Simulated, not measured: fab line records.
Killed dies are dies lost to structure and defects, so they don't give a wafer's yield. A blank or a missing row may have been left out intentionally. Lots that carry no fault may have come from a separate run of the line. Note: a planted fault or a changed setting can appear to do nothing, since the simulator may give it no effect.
Chamber matching	flow n5 finfet	N5_BEOL_M8_ETCH_65 on rie diel-03 has 4 sister chambers
The step etches SiARC in CF4, target depth 15.6 nm, time 26 s. 4 wafers are shown with their chamber, then 8 later ones without.

WAFERS PAIRED WITH THEIR CHAMBERS
wafer	chamber	showerhead plenum p Torr (Torr)
L076.3	0	2.20
L081.2	2	2.23
L080.5	3	2.03
L084.1	1	2.26

WAFERS WITHOUT THEIR CHAMBER
wafer	showerhead plenum p Torr (Torr)
L084.4	2.23
L084.5	2.26
L090.1	2.19
L090.4	2.28
L090.5	2.22
L091.1	2.25
L091.4	2.25
L091.5	2.28

WHICH CHAMBER EACH ONE RAN IN
wafer	from the rows above	in truth
L084.4	2	2
L084.5	1	1
L090.1	0	0
L090.4	1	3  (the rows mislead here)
L090.5	can't be placed: 2 or 0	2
L091.1	can't be placed: 1 or 2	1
L091.4	can't be placed: 1 or 2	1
L091.5	1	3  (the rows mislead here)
Correct placement for 3 of the 8. From these rows, 3 cannot be placed; in 3 the true chamber is one of the candidates. Number placed wrongly: 2.
How it was worked out, from the rows above alone: a wafer's distance from a chamber is the root of the sum, over the readings, of the square of ((its reading less the chamber's mean) divided by the reading's scatter). The wafer belongs to the nearest chamber; if the next one is less than 2 further off, it can't be placed. The mean given for a chamber averages the wafers shown for that chamber. The scatter: root of mean squared gap, hidden wafer to nearest shown wafer, with one shown wafer a chamber.
